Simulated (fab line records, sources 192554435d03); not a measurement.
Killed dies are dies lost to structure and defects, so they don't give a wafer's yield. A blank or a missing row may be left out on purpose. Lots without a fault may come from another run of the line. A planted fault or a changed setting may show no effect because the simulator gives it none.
Split-lot experiment | flow n5_finfet | 7 lots, 21 wafers read, on a route of 1938 steps

THE SPLIT
At N5_FIN_CUT_CUT_ETCH_26 (etches SiNx in CH3F/O2, target depth 39 nm, time 55.7 s), the setting source_w was moved away from the recipe's 395 W on 4 of the 21 wafers read, by -13.3% to +11.2%. The other wafers ran this setting at the recipe's value.

The reading is taken at the split's own step.

THE READING
etch.depth_nm (the simulator's own value, which no gauge read), in nm, at N5_FIN_CUT_CUT_ETCH_26 (etches SiNx in CH3F/O2, target depth 39 nm, time 55.7 s). The file gives no usual value for it. The 17 wafers here that ran the recipe average 38.81 nm, standard deviation 0.58 nm.

wafer  | tool, chamber at the split | source_w as run, W | against the recipe | etch.depth_nm, nm | against lot-mates on the recipe
L078.1 | rie_diel-04, 0             | 395                | recipe             | 39                | -
L078.4 | rie_diel-04, 2             | 395                | recipe             | 38.74             | -
L078.6 | rie_diel-04, 1             | 395                | recipe             | 38.32             | -
L083.1 | rie_diel-01, 0             | 395                | recipe             | 39.59             | -
L083.2 | rie_diel-01, 1             | 395                | recipe             | 40.3              | -
L083.4 | rie_diel-01, 2             | 367.4              | -7.0%              | 37.83             | -2.12
L089.3 | rie_diel-05, 3             | 395                | recipe             | 38.94             | -
L089.4 | rie_diel-05, 1             | 348.7              | -11.7%             | 36.13             | -2.67
L089.6 | rie_diel-05, 2             | 395                | recipe             | 38.66             | -
L090.1 | rie_diel-04, 2             | 395                | recipe             | 39.11             | -
L090.2 | rie_diel-04, 1             | 395                | recipe             | 38.49             | -
L090.5 | rie_diel-04, 1             | 342.4              | -13.3%             | 36.55             | -2.25
L092.2 | rie_diel-04, 1             | 395                | recipe             | 39.15             | -
L092.5 | rie_diel-04, 2             | 395                | recipe             | 39.35             | -
L092.6 | rie_diel-04, 3             | 395                | recipe             | 37.94             | -
L096.3 | rie_diel-04, 3             | 395                | recipe             | 38.13             | -
L096.4 | rie_diel-04, 2             | 395                | recipe             | 38.56             | -
L096.6 | rie_diel-04, 1             | 395                | recipe             | 38.79             | -
L097.2 | rie_diel-05, 1             | 395                | recipe             | 38.05             | -
L097.3 | rie_diel-05, 0             | 439.2              | +11.2%             | 41.2              | +2.88
L097.4 | rie_diel-05, 2             | 395                | recipe             | 38.6              | -

THE FIT
A straight line over all 21 wafers: etch.depth_nm changes by +0.196 nm for each +1% of source_w; r = +0.86; the points scatter about the line by 0.57 nm.
The same after taking each lot's own level away (the mean of its wafers on the recipe; 21 wafers): +0.222 nm for each +1%; r = +0.94; scatter 0.41 nm.
On that fit, the largest move of source_w shifts the reading by 3 nm.
The lots' own levels span 38.325 to 39.945 nm, that is 2.8 times the standard deviation above.
So the lot-to-lot level changes the slope: the two fits differ.
Check: with one of the wafers moved furthest among these (-13.3%) left out of the fit, the line predicts -3.35 nm for it against its lot-mates. It came out at -2.25 nm against them.

OTHER SPLITS ON THESE WAFERS
These wafers also went through other splits before the reading. Each is held against what the fit with the lots' levels taken away leaves over:
other split on the same wafers             | wafers away from the commonest value | r with etch.depth_nm (lot level and that fit taken away)
N5_WELL_APT_PEB_06 peb_time_s              | 7                                    | -0.17
N5_WELL_APT_DESCUM_13 time_s               | 5                                    | -0.15
N5_FIN_SAQP_ALD_61 ald_cycles              | 10                                   | -0.06
N5_FIN_SAQP_HM_DEP_03 time_s               | 4                                    | +0.27
N5_FIN_SAQP_EXPOSE_13 dose_mj              | 7                                    | +0.21
N5_FIN_SAQP_MANDREL_ETCH_22 over_etch_frac | 9                                    | -0.22

THE FILE'S OWN FIT
etch.depth_nm changes by +0.222 nm for each +1% of source_w, r = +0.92.
